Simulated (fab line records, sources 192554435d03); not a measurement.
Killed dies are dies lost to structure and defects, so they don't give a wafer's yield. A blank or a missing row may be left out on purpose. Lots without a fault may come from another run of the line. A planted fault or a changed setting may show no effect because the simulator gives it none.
A struck lot beside a sound one | flow n5_finfet | 18 steps out of a route of 1938
Sound: wafers L733.2, L733.5, L733.6. Struck: wafers L746.1, L746.4, L746.6. The cause comes at the end.
At each step with rows: each side's tool, then ch and its chambers, then its first start. Under that, the readings that differ: sound wafers | struck wafers | difference of the means | sigmas: that difference in standard deviations of wafers without a fault.
alike: readings whose means differ by less than 2 such deviations, and words and numbers that are the same on both sides. not compared: withheld readings, readings that some wafer has no value for, bounds like >300 that may hide the same value, and numbers for which the record gives no deviation and whose values overlap.
The two part at a step that has a row with sigmas, a row that says differs or no value, or rows on one side only. Numbers that don't overlap but have no deviation are shown without sigmas and don't part them. A reading that every wafer of one side lacks parts them only if that side has two wafers or more.

N5_START_INSPECT_01: inspects for defects (unpatterned scan).
  sound on defect_inspect-02, day 2 00:02; struck on defect_inspect-02, day 5 06:02
  alike: raw_defect_count
then, 2 steps without rows for these wafers: N5_ZERO_LAYER_PRECLEAN_00 (cleans in SPM, time 600 s); N5_ZERO_LAYER_SRD_01 (time 30 s, dry time 30 s).
N5_ZERO_LAYER_PECVD_02: deposits SiO2 from SiH4/N2O, target thk 10 nm, time 6 s.
  sound on pecvd-01 ch 0,1, day 2 00:17; struck on pecvd-01 ch 0,2, day 5 06:17
  alike: chamber_pressure_Torr, heater_power_w, showerhead_plenum_p_Torr
then, 4 steps without rows for these wafers: N5_ZERO_LAYER_HMDS_04 (time 60 s); N5_ZERO_LAYER_COAT_05 (resist thk 1000 nm); N5_ZERO_LAYER_EBR_07; N5_ZERO_LAYER_SOFTBAKE_06 (time 90 s).
N5_ZERO_LAYER_EXPOSE_08: exposes mask ZERO, defocus 0 nm, target cd 2000 nm.
  sound on krf_scanner-01 ch 0, day 2 00:36; struck on krf_scanner-01 ch 0, day 5 06:28
  reading              | sound                | struck               | difference | sigmas
  exposure_dose_mJ_cm2 | 16.200 16.198 16.205 | 15.042 15.032 15.044 | -1.162     | -77
  alike: mask
then, 3 steps without rows for these wafers: N5_ZERO_LAYER_PEB_09; N5_ZERO_LAYER_DEVELOP_10 (develop time 60 s); N5_ZERO_LAYER_HARDBAKE_23 (time 120 s).
N5_ZERO_LAYER_CD_MEAS_11: target cd 2000 nm.
  sound on cd_sem-03 ch 0, day 2 00:46; struck on cd_sem-03 ch 0, day 5 06:38
  reading    | sound                | struck               | difference | sigmas
  cd_nm (nm) | 1998.1 1996.9 1998.7 | 1987.6 1986.9 1986.8 | -10.8      | -7
N5_ZERO_LAYER_DESCUM_16: chemistry O2, time 7.9 s.
  sound on rie_diel-04 ch 0,1,2, day 2 00:49; struck on rie_diel-03 ch 0,1,3, day 5 06:41
  alike: drypump_motor_current_A, oes_product_au, rf_vpp_V, showerhead_plenum_p_Torr, throttle_valve_pct
  not compared: rf_hours_counter_h, model.ZERO_LAYER.cd_nm
N5_ZERO_LAYER_ETCH_17: etches SiO2 in CF4, target depth 12 nm, time 13.3 s.
  sound on rie_diel-04 ch 0,1,2, day 2 00:50; struck on rie_diel-03 ch 0,1,3, day 5 06:43
  alike: drypump_motor_current_A, oes_product_au, rf_vpp_V, showerhead_plenum_p_Torr, throttle_valve_pct
  not compared: rf_hours_counter_h
N5_ZERO_LAYER_ETCH_18: etches Si in HBr/Cl2, target depth 120 nm, time 40 s.
  sound on rie_si-04 ch 1,2, day 2 00:55; struck on rie_si-01 ch 1,2,3, day 5 06:47
  reading                     | sound          | struck         | difference | sigmas
  model.ZERO_LAYER.cd_nm (nm) | 1998 1997 1998 | 1988 1987 1987 | -10        |
  alike: drypump_motor_current_A, oes_product_au, throttle_valve_pct
  not compared: rf_hours_counter_h
N5_ZERO_LAYER_STRIP_24: strips in O2.
  sound on plasma_asher-01 ch 0,1, day 2 01:01; struck on plasma_asher-01 ch 0,1, day 5 06:53
  reading               | sound             | struck            | difference | sigmas
  oes_product_au (a.u.) | 0.652 0.662 0.645 | 0.637 0.648 0.647 | -0.009     | -2
  alike: drypump_motor_current_A, heater_power_w, strip_time_to_endpoint_s
  not compared: rf_hours_counter_h
-- the record jumps here: 7 days lie between the struck wafers' starts before and after (it left off in module ZERO_LAYER and takes up again in module BEOL_M4, whose first step shown is number 1111 of the route) --
N5_BEOL_M4_RC_MEAS_101:
  sound on prober-02 ch 0, day 8 15:05; struck on prober-02 ch 0, day 12 10:20
  alike: DIBL_N, DIBL_P, IOFF_N, IOFF_P, ION_N, ION_P, SS_N, SS_P, VT_N, VT_P

WHERE THEY PART
First at N5_ZERO_LAYER_EXPOSE_08; last, within this record, at N5_ZERO_LAYER_STRIP_24. Later steps at which nothing parts them and some readings are alike: N5_BEOL_M4_RC_MEAS_101.

WHY: what the simulator had put in
Process parameter drift: krf_scanner-01, from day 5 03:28 on, at N5_ZERO_LAYER_EXPOSE_08. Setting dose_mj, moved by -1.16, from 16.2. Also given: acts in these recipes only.
